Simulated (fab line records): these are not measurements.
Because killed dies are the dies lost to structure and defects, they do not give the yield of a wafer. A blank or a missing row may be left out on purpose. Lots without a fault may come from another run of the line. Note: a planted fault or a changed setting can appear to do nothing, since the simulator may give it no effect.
Which tool did it? | flow nand harc | Sampling: 14 lots, 42 wafers, 5 of 1159 route steps

## WHAT THE GAUGES READ, wafer by wafer
NHARC_A_SOURCE_PLATE_THK_MEAS_06: measures by ellipsometry. Usual: thk nm at 200.1 nm, with a standard deviation of 2.1.
lot  | measured     | on            | thk nm (nm)       | flag
L548 | day 7 16:16  | film metro-01 | 199.6 197.8 200.6 |
L549 | day 7 16:16  | film metro-02 | 195.4 197.0 198.8 |
L551 | day 8 04:45  | film metro-01 | 201.4 202.5 200.5 |
L552 | day 8 08:43  | film metro-01 | 199.2 198.7 197.9 |
L550 | day 8 12:06  | film metro-01 | 200.9 203.3 204.1 |
L554 | day 8 12:06  | film metro-02 | 201.8 198.6 201.6 |
L553 | day 8 16:31  | film metro-02 | 198.0 197.5 195.7 |
L555 | day 9 08:05  | film metro-02 | 201.5 202.3 199.9 |
L557 | day 9 08:06  | film metro-02 | 198.4 198.9 200.9 |
L558 | day 10 00:03 | film metro-01 | 199.2 201.3 201.7 |
L563 | day 11 13:05 | film metro-01 | 196.4 198.8 199.3 |
L562 | day 11 13:05 | film metro-01 | 201.8 201.3 201.2 |
L567 | day 11 22:13 | film metro-02 | 197.0 200.0 197.7 |
L566 | day 11 22:14 | film metro-01 | 200.7 200.7 201.3 |

NHARC_A_ONON_D1_THK_MEAS_30: measures by ellipsometry. Usual: thk nm at 999 nm, with a standard deviation of 10.
lot  | measured     | on            | thk nm (nm)    | flag
L548 | day 8 05:31  | film metro-02 | 999 999 1000   |
L549 | day 8 05:30  | film metro-01 | 1018 1018 1018 |
L551 | day 8 18:03  | film metro-02 | 998 1000 999   |
L552 | day 8 20:59  | film metro-02 | 1002 1000 1001 |
L550 | day 9 00:23  | film metro-01 | 1003 1004 1003 |
L554 | day 9 00:23  | film metro-02 | 986 989 988    |
L553 | day 9 04:53  | film metro-01 | 992 992 992    |
L555 | day 9 20:21  | film metro-02 | 1003 1000 1002 |
L557 | day 9 20:26  | film metro-01 | 1018 1019 1019 |
L558 | day 10 15:31 | film metro-02 | 1010 1008 1009 |
L563 | day 12 04:53 | film metro-02 | 1012 1014 1013 |
L562 | day 12 04:53 | film metro-01 | 952 954 951    | OFF
L567 | day 12 12:35 | film metro-01 | 963 963 962    | OFF
L566 | day 12 12:36 | film metro-01 | 987 988 988    |

NHARC_A_CHANNEL_HOLE_D1_CD_MEAS_10 targets a cd of 100 nm. Usual: cd nm at 100.0 nm, with a standard deviation of 0.53.
lot  | measured     | on        | cd nm (nm)        | flag
L548 | day 8 13:16  | cd sem-03 | 100.5 100.4 99.6  |
L549 | day 8 12:13  | cd sem-03 | 100.0 99.7 99.2   |
L551 | day 8 21:11  | cd sem-03 | 100.3 99.4 100.1  |
L552 | day 9 00:23  | cd sem-03 | 100.6 99.5 100.1  |
L550 | day 9 03:50  | cd sem-03 | 99.9 100.4 99.4   |
L554 | day 9 04:41  | cd sem-01 | 100.0 99.9 100.4  |
L553 | day 9 08:02  | cd sem-01 | 99.1 99.2 99.9    |
L555 | day 9 23:29  | cd sem-02 | 99.6 100.1 99.9   |
L557 | day 9 23:40  | cd sem-01 | 100.1 100.1 99.7  |
L558 | day 10 21:29 | cd sem-03 | 100.5 99.9 100.7  |
L563 | day 12 08:09 | cd sem-01 | 100.8 100.2 100.7 |
L562 | day 12 08:28 | cd sem-01 | 99.4 99.3 100.8   |
L567 | day 12 17:20 | cd sem-03 | 100.1 99.6 100.3  |
L566 | day 12 18:44 | cd sem-03 | 100.0 100.2 99.8  |

## WHAT TOOL EACH LOT RAN ON (gives the tool, then ch and the chambers of the sampled wafers, and finally the start)
lot  | NHARC_A_ONON_D1_DEP_28           | NHARC_A_ONON_D1_DEP_33
L548 | pecvd onon-03 ch 0, day 8 05:01  | pecvd-04 ch 0,1, day 8 05:35
L549 | pecvd onon-02 ch 0, day 8 04:59  | pecvd-02 ch 1,2, day 8 05:37
L551 | pecvd onon-02 ch 0, day 8 17:43  | pecvd-04 ch 0,1,2, day 8 18:15
L552 | pecvd onon-04 ch 0, day 8 20:32  | pecvd-01 ch 0,2, day 8 21:08
L550 | pecvd onon-04 ch 0, day 8 23:53  | pecvd-01 ch 1,2, day 9 00:32
L554 | pecvd onon-02 ch 0, day 8 23:59  | pecvd-02 ch 0,1,2, day 9 00:26
L553 | pecvd onon-02 ch 0, day 9 04:29  | pecvd-01 ch 0,1,2, day 9 05:01
L555 | pecvd onon-03 ch 0, day 9 19:51  | pecvd-04 ch 0,1, day 9 20:25
L557 | pecvd onon-04 ch 0, day 9 20:01  | pecvd-01 ch 0,1, day 9 20:29
L558 | pecvd onon-04 ch 0, day 10 15:00 | pecvd-02 ch 1,2, day 10 15:37
L563 | pecvd onon-03 ch 0, day 12 04:23 | pecvd-01 ch 1,2, day 12 05:00
L562 | pecvd onon-02 ch 0, day 12 04:26 | pecvd-02 ch 0,2, day 12 04:56
L567 | pecvd onon-02 ch 0, day 12 12:11 | pecvd-04 ch 0,2, day 12 12:46
L566 | pecvd onon-04 ch 0, day 12 12:12 | pecvd-04 ch 0,2, day 12 13:00
- NHARC_A_ONON_D1_DEP_28: target thk 1000 nm.
- NHARC_A_ONON_D1_DEP_33: deposits SiO2, target thk 200 nm.

## AS READ BY THE TOOLS THEMSELVES (means over the sampled wafers that have a number; for cases with no such wafer, the mark the record gives instead)
NHARC_A_ONON_D1_DEP_28. Usual: sih4 flow sccm at 210.1 sccm, with a standard deviation of 0.49.
lot  | tool          | sih4 flow sccm (sccm) | flag
L548 | pecvd onon-03 | 210.0                 |
L549 | pecvd onon-02 | 210.2                 |
L551 | pecvd onon-02 | 209.7                 |
L552 | pecvd onon-04 | 209.9                 |
L550 | pecvd onon-04 | 210.1                 |
L554 | pecvd onon-02 | 210.6                 |
L553 | pecvd onon-02 | 209.9                 |
L555 | pecvd onon-03 | 210.2                 |
L557 | pecvd onon-04 | 210.0                 |
L558 | pecvd onon-04 | 210.2                 |
L563 | pecvd onon-03 | 209.6                 |
L562 | pecvd onon-02 | 210.2                 |
L567 | pecvd onon-02 | 209.8                 |
L566 | pecvd onon-04 | 210.4                 |

NHARC_A_ONON_D1_DEP_33. Usual: heater power w 519 W, standard deviation 70; mfc precursor sccm 161.5 sccm, standard deviation 0.48; throttle valve pct 16.0 %, standard deviation 0.57.
lot  | tool     | heater power w (W) | mfc precursor sccm (sccm) | throttle valve pct (%) | flag
L548 | pecvd-04 | 556                | 161.9                     | 15.7                   |
L549 | pecvd-02 | 490                | 161.3                     | 16.2                   |
L551 | pecvd-04 | 517                | 161.5                     | 16.2                   |
L552 | pecvd-01 | 591                | 161.2                     | 15.1                   |
L550 | pecvd-01 | 599                | 161.1                     | 15.9                   |
L554 | pecvd-02 | 469                | 161.7                     | 15.9                   |
L553 | pecvd-01 | 567                | 161.5                     | 15.5                   |
L555 | pecvd-04 | 484                | 161.6                     | 16.0                   |
L557 | pecvd-01 | 557                | 161.2                     | 15.3                   |
L558 | pecvd-02 | 521                | 161.1                     | 16.4                   |
L563 | pecvd-01 | 628                | 161.9                     | 15.5                   |
L562 | pecvd-02 | 478                | 161.9                     | 16.0                   |
L567 | pecvd-04 | 515                | 161.7                     | 16.1                   |
L566 | pecvd-04 | 451                | 161.5                     | 16.2                   |

## THE ANSWER, worked out from the rows above alone
Rule: a lot is off if the mean of its wafers that have a number lies more than 3 standard deviations from the usual mean. Also off: a lot with no number at a reading for which 4 or more lots have one. Where the step has rows for the other lots, those lots are counted as sound. Order of review: gauges by route order, followed by the tools' own readings, for which a lot's mean as printed above is used. At the first step where some lot is off, the reading lying furthest off is the one used; lots without a number count as furthest.
Off at NHARC_A_ONON_D1_THK_MEAS_30 (thk nm): L562, L567.
A tool fits if, at a process step before that reading, it ran every lot that is off, and no sound lot after the first of them. Gauges at NHARC_A_ONON_D1_THK_MEAS_30: tried the same way as those tools. One fits: pecvd onon-02 at NHARC_A_ONON_D1_DEP_28. A fault onset in the window from L553 (day 9 04:29, its last sound lot) to L562 (day 12 04:26, its first lot off) fits.

## WHAT THE SIMULATOR HAD INSERTED
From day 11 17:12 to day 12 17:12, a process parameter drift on pecvd onon-02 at NHARC_A_ONON_D1_DEP_28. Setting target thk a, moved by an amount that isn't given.
Struck lots among those shown: L562, L567. The same result came from the rule above.
